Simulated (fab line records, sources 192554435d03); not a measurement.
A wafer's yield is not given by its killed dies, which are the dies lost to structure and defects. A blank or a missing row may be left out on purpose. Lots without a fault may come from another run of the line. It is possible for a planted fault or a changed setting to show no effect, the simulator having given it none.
Split-lot trial	flow n5 finfet	on a route of 1938 steps: 7 lots, 39 wafers read

== THE SPLIT ==
At N5_DUMMY_GATE_HM_DEP_06 (deposits SiNx from DCS/NH3, target thk 80 nm, time 5141 s), the setting time s was moved away from the recipe's 5141 s on 30 of the 39 wafers read, by -14.1% to +14.9%. All remaining wafers had this setting at the recipe value.

The reading comes from the split's own step.

== THE READING ==
SiNx_of_DUMMY_GATE_HM_DEP_06.thk nm (the simulator's own value, which no gauge read), in nm, at N5_DUMMY_GATE_HM_DEP_06 (deposits SiNx from DCS/NH3, target thk 80 nm, time 5141 s). There is no usual value for it anywhere in the file. Here, 9 wafers ran the recipe; their average is 79.3 nm with a standard deviation of 0.64 nm.

wafer	tool, chamber at the split	time s as run, s	against the recipe	SiNx_of_DUMMY_GATE_HM_DEP_06.thk nm, nm	against lot-mates on the recipe
L074.1	-, -	5908	+14.9%	92.2	no lot-mate on the recipe
L074.2	-, -	5908	+14.9%	91.6	no lot-mate on the recipe
L074.3	-, -	5908	+14.9%	92	no lot-mate on the recipe
L074.4	-, -	5908	+14.9%	92	no lot-mate on the recipe
L074.5	-, -	5908	+14.9%	92	no lot-mate on the recipe
L074.6	-, -	5908	+14.9%	91.8	no lot-mate on the recipe
L077.1	-, -	5141	recipe	79	-
L077.3	-, -	5141	recipe	79	-
L077.2	-, -	5141	recipe	79.2	-
L077.5	-, -	5141	recipe	79.2	-
L077.4	-, -	5141	recipe	78.6	-
L077.6	-, -	5141	recipe	78.4	-
L078.1	-, -	4622	-10.1%	71	no lot-mate on the recipe
L078.2	-, -	4622	-10.1%	71.2	no lot-mate on the recipe
L078.3	-, -	4622	-10.1%	71.2	no lot-mate on the recipe
L078.4	-, -	4622	-10.1%	71.2	no lot-mate on the recipe
L078.5	-, -	4622	-10.1%	71.6	no lot-mate on the recipe
L078.6	-, -	4622	-10.1%	70.6	no lot-mate on the recipe
L086.1	-, -	4759	-7.4%	75	no lot-mate on the recipe
L086.4	-, -	4759	-7.4%	75	no lot-mate on the recipe
L086.6	-, -	4759	-7.4%	75	no lot-mate on the recipe
L086.2	-, -	4759	-7.4%	75.2	no lot-mate on the recipe
L086.3	-, -	4759	-7.4%	75.2	no lot-mate on the recipe
L086.5	-, -	4759	-7.4%	75.2	no lot-mate on the recipe
L087.1	lpcvd-02, 1/15	5141	recipe	80.6	-
L087.2	lpcvd-02, 1/20,1/34	5141	recipe	79.8	-
L087.5	lpcvd-02, 1/20,1/34	5141	recipe	79.8	-
L088.1	-, -	4417	-14.1%	68.4	no lot-mate on the recipe
L088.2	-, -	4417	-14.1%	68.4	no lot-mate on the recipe
L088.6	-, -	4417	-14.1%	68.4	no lot-mate on the recipe
L088.3	-, -	4417	-14.1%	67.6	no lot-mate on the recipe
L088.4	-, -	4417	-14.1%	68.6	no lot-mate on the recipe
L088.5	-, -	4417	-14.1%	68.8	no lot-mate on the recipe
L090.1	-, -	4641	-9.7%	72	no lot-mate on the recipe
L090.3	-, -	4641	-9.7%	72	no lot-mate on the recipe
L090.5	-, -	4641	-9.7%	72	no lot-mate on the recipe
L090.2	-, -	4641	-9.7%	71.8	no lot-mate on the recipe
L090.4	-, -	4641	-9.7%	72.2	no lot-mate on the recipe
L090.6	-, -	4641	-9.7%	71.4	no lot-mate on the recipe
Where a row lists several chambers, the file gives one row for several wafers and doesn't say which wafer went through which chamber.

FIT RESULTS
A straight line over all 39 wafers: SiNx_of_DUMMY_GATE_HM_DEP_06.thk nm changes by +0.804 nm for each +1% of time s; r = +1.00; the points scatter about the line by 0.73 nm.
Too few moved wafers have a lot-mate on the recipe to fit a line with each lot's own level taken away.

== FILE'S OWN FIT ==
SiNx_of_DUMMY_GATE_HM_DEP_06.thk nm changes by +0.804 nm for each +1% of time s, r = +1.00.
